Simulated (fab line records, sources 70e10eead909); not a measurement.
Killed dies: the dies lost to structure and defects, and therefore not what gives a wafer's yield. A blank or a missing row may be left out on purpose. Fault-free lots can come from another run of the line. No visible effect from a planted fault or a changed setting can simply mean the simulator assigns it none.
Matching of chambers ; flow nandHarc ; NHARC_P_BONDPAD_DEP_00 on pecvd-03 has 3 sister chambers
The step deposits SiCN, target thk 250 nm. 6 wafers are shown with their chamber, then 9 later ones without.

EACH WAFER AND ITS CHAMBER
wafer;chamber;heaterPowerW (W)
L085.5;0;535
L085.4;1;531
L085.6;2;645
L088.4;2;642
L088.5;1;528
L088.6;0;490

WAFERS WITH NO CHAMBER GIVEN
wafer;heaterPowerW (W)
L090.2;558
L090.3;510
L090.6;507
L092.2;525
L092.3;571
L092.4;587
L094.1;618
L094.5;554
L094.6;624

EACH ONE'S CHAMBER
wafer;from the rows above;in truth
L090.2;can't be placed: 1 or 0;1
L090.3;can't be placed: 0 or 1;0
L090.6;can't be placed: 0 or 1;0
L092.2;can't be placed: 1 or 0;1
L092.3;can't be placed: 1 or 0 or 2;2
L092.4;can't be placed: 2 or 1 or 0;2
L094.1;2;2
L094.5;can't be placed: 1 or 0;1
L094.6;2;2
Placed correctly: 2 of 9. Can't be placed from these rows: 7 (the true chamber is among the candidates in 7). Number placed wrongly: 0.
How it was worked out, from the rows above alone: a wafer's distance from a chamber is the root of the sum, over the readings, of the square of ((its reading less the chamber's mean) divided by the reading's scatter). If the next closest chamber is less than 2 further off than the closest, the wafer can't be placed; otherwise it belongs to the closest. A chamber's mean is the mean of its shown wafers. How the scatter is found: for the shown wafers, subtract from each reading the mean of its chamber, square and add these, divide the total by (wafers less chambers), then take the root.
